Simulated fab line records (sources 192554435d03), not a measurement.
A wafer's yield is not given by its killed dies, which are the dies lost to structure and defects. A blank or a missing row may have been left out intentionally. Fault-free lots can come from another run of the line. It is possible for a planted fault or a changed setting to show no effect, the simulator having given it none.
Struck lot and sound lot, side by side + flow n5 finfet + 18 steps out of a route of 1938
Sound: wafers L316.3, L316.5, L316.6. Struck: wafer L332.3 (L332.4, L332.6, from the same lot, were not struck and are left out); the cause is given at the end.
Per side, at each step with rows, come the tool, then ch with its chambers, and then its first start. Under that, the readings that differ: sound wafers + struck wafers + difference of the means + sigmas: that difference in standard deviations of wafers without a fault.
alike: words and numbers the same on both sides, and readings whose means are apart by under 2 such deviations; not compared: readings that were withheld, readings missing a value for some wafer, numbers with overlapping values and no deviation given by the record, and bounds like >300 which may hide the same value.
A row with sigmas, a row that says differs or no value, or rows on one side alone: a step with any of these is where the two part. Numbers that don't overlap but have no deviation are shown without sigmas and don't part them. Lack of a reading on every wafer of one side parts them only where that side has two or more wafers.

first, 4 steps without rows for these wafers: N5_BEOL_M12_ETCH_68 (etches SOC in N2/H2, time 285 s); N5_BEOL_M12_STRIP_69 (strips in N2/H2); N5_BEOL_M12_TRENCH_ETCH_34 (etches SiOC in C4F8/O2/Ar, target depth 318.95 nm, time 125.5 s); N5_BEOL_M12_STRIP_70 (strips in C4F8/O2/Ar).
N5_BEOL_M12_OCD_MEAS_35:
  sound: ocd-02 at day 13 21:08; struck: ocd-02 at day 17 10:30
  alike: trench depth nm
N5_BEOL_M12_STRIP_37: strips in N2/H2.
  sound on plasma asher-02 ch 0,1, day 13 21:11; struck on plasma asher-02 ch 0, day 17 10:34
  alike: drypump motor current A, heater power w, oes product au
  not compared: rf hours counter h
then, 3 steps without rows for these wafers: N5_BEOL_M12_ETCH_38 (etches SiCN in CF4/N2, target depth 68.7 nm, time 73.4 s); N5_BEOL_M12_PRECLEAN_39 (cleans in residue remover, time 60 s); N5_BEOL_M12_SRD_40 (time 30 s, dry time 30 s).
N5_BEOL_M12_DEGAS_41: time 60 s.
  sound: pvd sputter-03 at day 13 21:44; struck: pvd sputter-02 at day 17 13:06
| reading            | sound       | struck | difference | sigmas |
|--------------------|-------------|--------|------------|--------|
| heater power w (W) | 286 283 289 | 377    | +91        | +3     |
N5_BEOL_M12_PRE_CLEAN_42: time 30 s.
  sound: pvd sputter-03 at day 13 21:46; struck: pvd sputter-02 at day 17 13:08
| reading            | sound       | struck | difference | sigmas |
|--------------------|-------------|--------|------------|--------|
| heater power w (W) | 286 293 291 | 376    | +86        | +2     |
N5_BEOL_M12_SPUTTER_43: material TaN, target thk 15 nm, time 24.19 s.
  sound: pvd sputter-03 at day 13 21:49; struck: pvd sputter-02 at day 17 13:11
  alike: throttle valve pct
N5_BEOL_M12_SPUTTER_44: material Ta, target thk 10 nm, time 16.13 s.
  sound: pvd sputter-03 at day 13 21:53; struck: pvd sputter-02 at day 17 13:16
| reading                                     | sound        | struck | difference | sigmas |
|---------------------------------------------|--------------|--------|------------|--------|
| model.Ta_of_BEOL_M12_SPUTTER_44.thk nm (nm) | 10.2 10.2 10 | 13     | +3         |        |
  alike: throttle valve pct
then, 2 steps without rows for these wafers: N5_BEOL_M12_SPUTTER_45 (material Cu, target thk 80 nm, time 13.33 s); N5_BEOL_M12_ECD_47 (material Cu, target thk 720 nm).
N5_BEOL_M12_ANNEAL_48: time 90 s.
  sound on rtp anneal-02 ch 0, day 13 22:19; struck on rtp anneal-02 ch 0, day 17 13:47
| reading           | sound                | struck | difference | sigmas |
|-------------------|----------------------|--------|------------|--------|
| anneal temp c max | 226.64 226.88 226.56 | 225.98 | -0.71      | -3     |
  alike: wafer_temp_C_max
N5_BEOL_M12_CMP_49: polishes, stops on SiOC, t overpolish 20.6 s, target thk 320 nm.
  sound on cmp-01 ch 1,2,3, day 13 22:40; struck on cmp-02 ch 2, day 17 14:04
| reading                      | sound          | struck | difference | sigmas |
|------------------------------|----------------|--------|------------|--------|
| barrier field endpoint s (s) | 30.3 30.7 29.6 | 35.0   | +4.8       | +7     |
  alike: head pressure psi, motor current A
N5_BEOL_M12_THK_MEAS_50: measures by xrf.
  sound: film metro-01 at day 13 22:52; struck: film metro-01 at day 17 14:17
  alike: M12_THK

== WHERE THEY PART ==
Earliest at N5_BEOL_M12_DEGAS_41; latest, in this record, at N5_BEOL_M12_CMP_49. Later steps at which nothing parts them and some readings are alike: N5_BEOL_M12_THK_MEAS_50.

WHY: whatever the simulator had introduced
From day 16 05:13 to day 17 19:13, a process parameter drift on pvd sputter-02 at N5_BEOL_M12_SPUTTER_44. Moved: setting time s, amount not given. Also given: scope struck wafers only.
